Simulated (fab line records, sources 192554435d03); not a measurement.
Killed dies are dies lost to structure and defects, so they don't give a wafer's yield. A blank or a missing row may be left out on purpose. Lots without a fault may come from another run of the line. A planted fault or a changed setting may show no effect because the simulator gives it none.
One fault seen from 2 desks | flow n5_finfet | each desk has only its own numbers; what lay behind them comes last

THE METROLOGY DESK
What the gauges read, lot by lot, whatever tool the lot ran on: means of the sampled wafers that have a number. A lot is out of limits, marked OUT, if its mean lies more than 4 standard deviations from the usual mean; the brackets give that distance. Of its 27 readings 7 are shown: the one that was out of limits first, and those that lie furthest out on some lot.
Columns: A = trench_depth_nm at N5_BEOL_M13_OCD_MEAS_35, usual 409 nm; B = M13_THK at N5_BEOL_M13_THK_MEAS_50, usual 416 nm; C = M13_RS at N5_BEOL_M13_RS_MEAS_54, usual 0.0454 ohm/sq; D = SERP_M10 at N5_BEOL_M15_RC_MEAS_101, usual 3.02 ohm/um; E = SERP_M12 at N5_BEOL_M15_RC_MEAS_101, usual 0.638 ohm/um; F = SERP_M13 at N5_BEOL_M15_RC_MEAS_101, usual 0.311 ohm/um; G = SERP_M13_max_site at N5_BEOL_M15_RC_MEAS_101, usual 0.314 ohm/um
lot  | first seen here | A   | B   | C                 | D    | E     | F     | G
L370 | day 11 01:46    | 411 | 414 | 0.0452            | 2.96 | 0.647 | 0.312 | 0.314
L374 | day 12 18:51    | 391 | 397 | 0.0477 (+4.3) OUT | 3.14 | 0.666 | 0.329 | 0.333
L378 | day 13 00:44    | 395 | 401 | 0.0472            | 3.06 | 0.636 | 0.323 | 0.327
L379 | day 13 10:00    | 394 | 400 | 0.0473            | 3.15 | 0.648 | 0.326 | 0.329
L386 | day 15 07:28    | 408 | 416 | 0.0455            | 3.01 | 0.633 | 0.316 | 0.319
L389 | day 15 14:59    | 414 | 412 | 0.0448            | 3.05 | 0.638 | 0.308 | 0.313
L391 | day 17 01:46    | 411 | 415 | 0.0451            | 3.01 | 0.638 | 0.306 | 0.308
This desk's finding: out of limits on L374; first on L374, day 12 21:56 (M13_RS at N5_BEOL_M13_RS_MEAS_54). In limits: L370, L378, L379, L386, L389, L391.

THE TOOL OWNER'S DESK: rie_diel-01
The tool's own readings at N5_BEOL_M13_TRENCH_ETCH_34 (etches SiOC in C4F8/O2/Ar, target depth 413.47 nm, time 162.6 s): means of the sampled wafers that have a number, for each lot that ran on this tool. A lot is out of limits, marked OUT, if its mean lies more than 4 standard deviations from the usual mean; the brackets give that distance.
Columns: A = drypump_motor_current_A at N5_BEOL_M13_TRENCH_ETCH_34, usual 5.5 A; B = he_inner_torr at N5_BEOL_M13_TRENCH_ETCH_34, usual 15.00 Torr; C = oes_product_au at N5_BEOL_M13_TRENCH_ETCH_34, usual 0.75 a.u.; D = rf_vpp_V at N5_BEOL_M13_TRENCH_ETCH_34, usual 664 V; E = showerhead_plenum_p_Torr at N5_BEOL_M13_TRENCH_ETCH_34, usual 3.37 Torr; F = throttle_valve_pct at N5_BEOL_M13_TRENCH_ETCH_34, usual 24.16 %
lot  | first seen here | A   | B     | C    | D   | E    | F
L370 | day 11 02:33    | 6.0 | 15.02 | 0.73 | 663 | 3.32 | 24.00
L374 | day 12 19:20    | 5.7 | 14.99 | 0.74 | 661 | 3.24 | 24.04
L378 | day 13 01:19    | 5.5 | 15.01 | 0.82 | 660 | 3.24 | 24.02
L379 | day 13 10:33    | 5.5 | 14.98 | 0.69 | 666 | 3.45 | 24.28
L391 | day 17 02:15    | 5.8 | 15.01 | 0.78 | 665 | 3.41 | 24.11
This desk's finding: nothing out of limits on any of the 5 lots.

PUT TOGETHER
The metrology desk could have raised an alarm at day 12 21:56, on L374.
The tool owner's desk saw nothing out of limits.
The tool owner's desk has L374 on record, within its limits.
Of the lots named, all ran N5_BEOL_M13_TRENCH_ETCH_34 on rie_diel-01.

WHAT THE SIMULATOR HAD PUT IN
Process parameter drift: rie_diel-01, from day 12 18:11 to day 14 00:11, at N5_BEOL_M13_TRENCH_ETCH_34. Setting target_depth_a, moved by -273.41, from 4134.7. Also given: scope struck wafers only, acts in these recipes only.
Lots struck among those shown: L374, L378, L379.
Hours from the fault's start to each desk's first reading out of limits: the metrology desk, 4.
